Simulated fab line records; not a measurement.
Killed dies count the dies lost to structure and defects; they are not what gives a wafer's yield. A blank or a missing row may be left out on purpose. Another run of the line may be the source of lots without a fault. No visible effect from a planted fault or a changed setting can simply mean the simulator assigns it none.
Chamber matching / flow n5Finfet / 4 sister chambers for N5_BEOL_M1_ALD_98 on aldSin-02
The step deposits SiO2, target thk 2.5 nm, pulse time 1 s, co reactant pulse time 1 s. 8 wafers are shown with their chamber, then 8 later ones without.

WAFERS PAIRED WITH THEIR CHAMBERS
wafer=L079.4; chamber=3; heaterPowerW (W)=78; precursorPulseHeightRel=1.014
wafer=L089.1; chamber=1; heaterPowerW (W)=82; precursorPulseHeightRel=1.012
wafer=L089.4; chamber=3; heaterPowerW (W)=78; precursorPulseHeightRel=1.001
wafer=L090.1; chamber=2; heaterPowerW (W)=76; precursorPulseHeightRel=0.964
wafer=L090.6; chamber=2; heaterPowerW (W)=73; precursorPulseHeightRel=0.992
wafer=L092.5; chamber=0; heaterPowerW (W)=74; precursorPulseHeightRel=1.006
wafer=L092.6; chamber=1; heaterPowerW (W)=83; precursorPulseHeightRel=1.004
wafer=L093.3; chamber=0; heaterPowerW (W)=75; precursorPulseHeightRel=0.986

WAFERS MISSING THEIR CHAMBER
wafer=L093.4; heaterPowerW (W)=73; precursorPulseHeightRel=1.059
wafer=L093.5; heaterPowerW (W)=76; precursorPulseHeightRel=0.989
wafer=L096.1; heaterPowerW (W)=76; precursorPulseHeightRel=1.006
wafer=L096.2; heaterPowerW (W)=75; precursorPulseHeightRel=0.958
wafer=L096.3; heaterPowerW (W)=78; precursorPulseHeightRel=1.025
wafer=L096.4; heaterPowerW (W)=84; precursorPulseHeightRel=1.028
wafer=L096.5; heaterPowerW (W)=76; precursorPulseHeightRel=1.003
wafer=L096.6; heaterPowerW (W)=77; precursorPulseHeightRel=0.990

CHAMBER TAKEN BY EACH
wafer=L093.4; from the rows above=can't be placed: 0 or 3 or 2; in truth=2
wafer=L093.5; from the rows above=can't be placed: 0 or 2 or 3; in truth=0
wafer=L096.1; from the rows above=can't be placed: 0 or 3 or 2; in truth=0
wafer=L096.2; from the rows above=can't be placed: 2 or 0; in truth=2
wafer=L096.3; from the rows above=3; in truth=3
wafer=L096.4; from the rows above=1; in truth=1
wafer=L096.5; from the rows above=can't be placed: 0 or 3 or 2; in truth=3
wafer=L096.6; from the rows above=can't be placed: 3 or 0 or 2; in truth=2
2 of 8 placed correctly. From these rows, 6 cannot be placed; in 6 the true chamber is one of the candidates. 0 placed wrongly.
How it was worked out, from the rows above alone: a wafer's distance from a chamber is the root of the sum, over the readings, of the square of ((its reading less the chamber's mean) divided by the reading's scatter). The wafer belongs to the nearest chamber; if the next one is less than 2 further off, it can't be placed. Each chamber's mean is taken over the wafers shown for it. The scatter is the square root of a quotient: the sum, over the shown wafers, of each reading's squared deviation from its chamber's mean, divided by wafers minus chambers.
